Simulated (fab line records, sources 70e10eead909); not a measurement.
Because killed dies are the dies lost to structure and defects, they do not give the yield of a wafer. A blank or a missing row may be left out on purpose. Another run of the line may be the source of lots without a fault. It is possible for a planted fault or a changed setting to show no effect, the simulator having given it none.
fab line records    flow nandHarc
[record] lots = 6  wafers = 18  lastDay = 33
route steps=1302 shown A_ONON_D1@430 END@1302
lots that met no fault: taken from a fault-free run of the same line
startH: the number of hours between the record's first day and the start of the first shown wafer of the lot    waitH: time in hours since the lot's previous step    " as in the row above    L1.1+2: several wafers, shown together as one row    - no value, or no start given    * or withheld: withheld    < > ~ a bound
route shown NAME@n: names a module that has steps shown in the file, with the first one's number in the route    usual: mean/standard deviation taken from wafers without a fault    same: alike in all rows    chamber/n: place in a boat    sites: each site's reading    _std_site: the values' standard deviation    _edge_site: outer sites' mean less inner sites'    radiusMm: for every site, how far away it sits from the centre of the wafer    mask NAME#n: copy n    behind: tool/chamber where the wafer was last shaped    hold: why the lot went on hold/how many hours it stayed there/how the hold came to an end    device: names the non-switching transistor (n, p or np)    end of line: the same wafers' tests at the end of the route    step lacking rows: just its recipe    killed: dies that structure and defects cost at the first sort, which is not the same as the wafer's yield    map: shows each die of a wafer: x if killed, . if not, _ if none is there
set.NAME: the setting as run; set.NAME@STEP: as run at that earlier step    model.NAME: the simulator's own value behind a step, which no gauge read
lots at some steps of the route; a table a step, a row a wafer
services: from which hour (startH, from the record's first day; less than 0 if before it) a tool's chamber was out of use, for how many hours, and why
[[steps]]
[step NHARC_A_ONON_D1_DEP_09]
[recipe] targetThkA = 10000  n2FlowSccm = 2750  n2oFlowSccm = 2000  nh3FlowSccm = 500  sih4FlowSccm = 210  tempC = 400
[step NHARC_A_ONON_D1_THK_MEAS_11]
[recipe] thkMeasGauge = ellipsometry
[usual] thkNm = 1002/11
lot.wafer  tool          chamber  startH  waitH  thkNm
L628.2     filmMetro-02  -        194.90  -      997
L628.3     "             -        "       "      993
L628.5     "             -        "       "      993
L635.1     filmMetro-02  -        257.11  -      999
L635.4     "             -        "       "      1000
L635.6     "             -        "       "      999
L640.1     filmMetro-01  -        308.14  -      1000
L640.4     "             -        "       "      1000
L640.5     "             -        "       "      999
L642.1     filmMetro-01  -        326.23  -      995
L642.2     "             -        "       "      995
L642.6     "             -        "       "      998
L647.1     filmMetro-01  -        368.98  -      987
L647.2     "             -        "       "      988
L647.6     "             -        "       "      986
L648.2     filmMetro-01  -        383.33  -      1005
L648.4     "             -        "       "      1005
L648.6     "             -        "       "      1004
[step NHARC_A_ONON_D1_DEP_12]
[recipe] targetThkA = 10000  n2FlowSccm = 2750  n2oFlowSccm = 2000  nh3FlowSccm = 500  sih4FlowSccm = 210  tempC = 400
[step NHARC_A_ONON_D1_THK_MEAS_14]
[recipe] thkMeasGauge = ellipsometry
[usual] thkNm = 1002/14
lot.wafer  tool          chamber  startH  waitH  thkNm
L628.2     filmMetro-01  -        195.47  -      1026
L628.3     "             -        "       "      1028
L628.5     "             -        "       "      1027
L635.1     filmMetro-02  -        257.67  -      997
L635.4     "             -        "       "      996
L635.6     "             -        "       "      997
L640.1     filmMetro-01  -        308.71  -      994
L640.4     "             -        "       "      995
L640.5     "             -        "       "      994
L642.1     filmMetro-01  -        326.80  -      996
L642.2     "             -        "       "      995
L642.6     "             -        "       "      997
L647.1     filmMetro-02  -        369.55  -      999
L647.2     "             -        "       "      1000
L647.6     "             -        "       "      1000
L648.2     filmMetro-01  -        383.90  -      1028
L648.4     "             -        "       "      1030
L648.6     "             -        "       "      1030
[step NHARC_A_ONON_D1_ANNEAL_15]
[recipe] tempC = 750  timeS = 3600
[step NHARC_A_ONON_D1_DEP_16]
[recipe] targetThkA = 10000  n2FlowSccm = 2750  n2oFlowSccm = 2000  nh3FlowSccm = 500  sih4FlowSccm = 210  tempC = 400
[step NHARC_A_ONON_D1_THK_MEAS_18]
[recipe] thkMeasGauge = ellipsometry
[usual] thkNm = 998/8.2
lot.wafer  tool          chamber  startH  waitH  thkNm
L628.2     filmMetro-02  -        203.01  -      997
L628.3     "             -        "       "      998
L628.5     "             -        "       "      997
L635.1     filmMetro-01  -        265.42  -      996
L635.4     "             -        "       "      994
L635.6     "             -        "       "      995
L640.1     filmMetro-01  -        316.47  -      1002
L640.4     "             -        "       "      1001
L640.5     "             -        "       "      1002
L642.1     filmMetro-01  -        334.62  -      993
L642.2     "             -        "       "      991
L642.6     "             -        "       "      994
L647.1     filmMetro-01  -        380.36  -      996
L647.2     "             -        "       "      996
L647.6     "             -        "       "      995
L648.2     filmMetro-02  -        396.10  -      981
L648.4     "             -        "       "      980
L648.6     "             -        "       "      981
[step NHARC_A_ONON_D1_DEP_19]
[recipe] targetThkA = 10000  n2FlowSccm = 2750  n2oFlowSccm = 2000  nh3FlowSccm = 500  sih4FlowSccm = 210  tempC = 400
[step NHARC_A_ONON_D1_THK_MEAS_21]
[recipe] thkMeasGauge = ellipsometry
[usual] thkNm = 1000/10
lot.wafer  tool          chamber  startH  waitH  thkNm
L628.2     filmMetro-01  -        203.58  -      1002
L628.3     "             -        "       "      1003
L628.5     "             -        "       "      1003
L635.1     filmMetro-01  -        265.99  -      998
L635.4     "             -        "       "      998
L635.6     "             -        "       "      996
L640.1     filmMetro-01  -        317.04  -      1009
L640.4     "             -        "       "      1011
L640.5     "             -        "       "      1009
L642.1     filmMetro-02  -        335.18  -      1013
L642.2     "             -        "       "      1013
L642.6     "             -        "       "      1014
L647.1     filmMetro-01  -        380.93  -      980
L647.2     "             -        "       "      981
L647.6     "             -        "       "      980
L648.2     filmMetro-02  -        396.66  -      986
L648.4     "             -        "       "      987
L648.6     "             -        "       "      988
[step NHARC_A_ONON_D1_DEP_22]
[recipe] targetThkA = 10000  n2FlowSccm = 2750  n2oFlowSccm = 2000  nh3FlowSccm = 500  sih4FlowSccm = 210  tempC = 400
[step NHARC_A_ONON_D1_THK_MEAS_24]
[recipe] thkMeasGauge = ellipsometry
[usual] thkNm = 998/9.4
lot.wafer  tool          chamber  startH  waitH  thkNm
L628.2     filmMetro-02  -        204.14  -      1008
L628.3     "             -        "       "      1007
L628.5     "             -        "       "      1007
L635.1     filmMetro-01  -        266.55  -      1009
L635.4     "             -        "       "      1010
L635.6     "             -        "       "      1008
L640.1     filmMetro-01  -        317.60  -      1005
L640.4     "             -        "       "      1006
L640.5     "             -        "       "      1007
L642.1     filmMetro-01  -        335.75  -      1003
L642.2     "             -        "       "      1001
L642.6     "             -        "       "      1001
L647.1     filmMetro-01  -        381.49  -      1000
L647.2     "             -        "       "      1000
L647.6     "             -        "       "      1000
L648.2     filmMetro-02  -        397.22  -      997
L648.4     "             -        "       "      1000
L648.6     "             -        "       "      997
[step NHARC_A_ONON_D1_DEP_25]
[recipe] targetThkA = 10000  n2FlowSccm = 2750  n2oFlowSccm = 2000  nh3FlowSccm = 500  sih4FlowSccm = 210  tempC = 400
lot.wafer   tool          chamber  startH  waitH
L628.2+3+5  pecvdOnon-03  0        204.26  0.1
L635.1+4+6  pecvdOnon-02  0        266.61  0.1
L640.1+4+5  pecvdOnon-02  0        317.66  0.1
L642.1+2+6  pecvdOnon-02  0        335.81  0.1
L647.1+2+6  pecvdOnon-03  0        381.55  0.1
L648.2+4+6  pecvdOnon-04  0        397.34  0.1
[step NHARC_A_ONON_D1_THK_MEAS_27]
[recipe] thkMeasGauge = ellipsometry
[usual] thkNm = 1002/9.5
lot.wafer  tool          chamber  startH  waitH  hold                     thkNm
L628.2     filmMetro-01  -        204.71  -      -                        993
L628.3     "             -        "       "      -                        993
L628.5     "             -        "       "      -                        993
L635.1     filmMetro-01  -        267.12  -      -                        1012
L635.4     "             -        "       "      -                        1012
L635.6     "             -        "       "      -                        1014
L640.1     filmMetro-01  -        318.17  -      awaitDispo/0.2h/release  1523
L640.4     "             -        "       "      awaitDispo/0.2h/release  1525
L640.5     "             -        "       "      awaitDispo/0.2h/release  1527
L640.1     filmMetro-01  -        318.34  0.2    -                        1527
L640.4     "             -        "       "      -                        1526
L640.5     "             -        "       "      -                        1526
L642.1     filmMetro-01  -        336.32  -      awaitDispo/0.2h/release  1544
L642.2     "             -        "       "      awaitDispo/0.2h/release  1545
L642.6     "             -        "       "      awaitDispo/0.2h/release  1544
L642.1     filmMetro-01  -        336.49  0.2    -                        1545
L642.2     "             -        "       "      -                        1544
L642.6     "             -        "       "      -                        1544
L647.1     filmMetro-01  -        382.06  -      -                        1003
L647.2     "             -        "       "      -                        1003
L647.6     "             -        "       "      -                        1003
L648.2     filmMetro-02  -        397.79  -      -                        982
L648.4     "             -        "       "      -                        979
L648.6     "             -        "       "      -                        979
[step NHARC_END_SORT_01]
[recipe] tempC = 25
[usual] defectLimitedYield = 91/3  killedAtArray = 59/20  killedAtOther = 0.8/1  killedAtPeriphery = 3.2/2.1  killedDies = 63/21  killedOpen = 3.0/1.9  killedShort = 2.3/1.5
[same] grossDies = 677
lot.wafer  tool       chamber  startH  waitH  defectLimitedYield[%]  killedAtArray  killedAtOther  killedAtPeriphery  killedDies  killedOpen  killedShort
L628.2     prober-01  0        598.37  2.8    88                     74             4              2                  80          2           3
L628.3     prober-01  0        599.18  3.1    88                     74             2              2                  78          4           1
L628.5     prober-01  0        600.78  3.7    89                     70             3              3                  76          3           1
// killed by level:class
L628.2 A_SLIT:chamberFilmFlake=36 A_CHANNEL_HOLE_D1:chamberFilmFlake=22 A_CHANNEL_HOLE_D2:chamberFilmFlake=6 A_CONTACT:chamberFilmFlake=4 THIN_TSV:chamberFilmFlake=3 A_CHANNEL_FILL_D1:geometricParticle:short=2 P_GATE:chamberFilmFlake=2 A_ONON_D1:geometricParticle:short=1
L628.3 A_SLIT:chamberFilmFlake=27 A_CHANNEL_HOLE_D1:chamberFilmFlake=27 A_CHANNEL_HOLE_D2:chamberFilmFlake=5 A_STAIRCASE:chamberFilmFlake=5 A_CONTACT:chamberFilmFlake=4 P_GATE:chamberFilmFlake=2 THIN_TSV:chamberFilmFlake=2 A_ONON_D2:geometricParticle:short=1
L628.5 A_SLIT:chamberFilmFlake=25 A_CHANNEL_HOLE_D1:chamberFilmFlake=22 A_CHANNEL_HOLE_D2:chamberFilmFlake=10 A_WL_FILL:chamberFilmFlake=4 A_STAIRCASE:chamberFilmFlake=3 THIN_TSV:chamberFilmFlake=3 A_CHANNEL_FILL_D2:chamberFilmFlake=2 P_M0:geometricParticle:open=1
[[services]]
tool          chamber  startH  hours  kind
pecvdOnon-02  -        185.53  13.0   pm
pecvdOnon-03  -        230.63  13.0   pm
pecvdOnon-04  -        311.46  13.0   pm
pecvdOnon-02  -        327.18  0.1    repair
pecvdOnon-02  -        366.53  13.0   pm
pecvdOnon-03  -        393.04  1.0    repair
[[key]]
[firstSign] step = NHARC_A_ONON_D1_THK_MEAS_27  reading = visit  direction = added
[effect] step = NHARC_A_ONON_D1_THK_MEAS_27  reading = thkNm  direction = up  sigmas = 56  usual = 1002  struck = 1535
metAt NHARC_A_ONON_D1_DEP_25
struckWafers L640.1,L640.4,L640.5,L642.1,L642.2,L642.6
scrappedBehind NHARC_A_ONON_D1_THK_MEAS_27 L640.1,L640.4,L640.5,L642.1,L642.2,L642.6
onsetBetween 266.61 317.66
[fault] kind = processParameterDrift  tool = pecvdOnon-02  chamber = 0  onsetH = 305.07  steps = NHARC_A_ONON_D1_DEP_25  channel = targetThkA  offset = *  shape = step  endH = 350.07  actsIn = *  stated = *
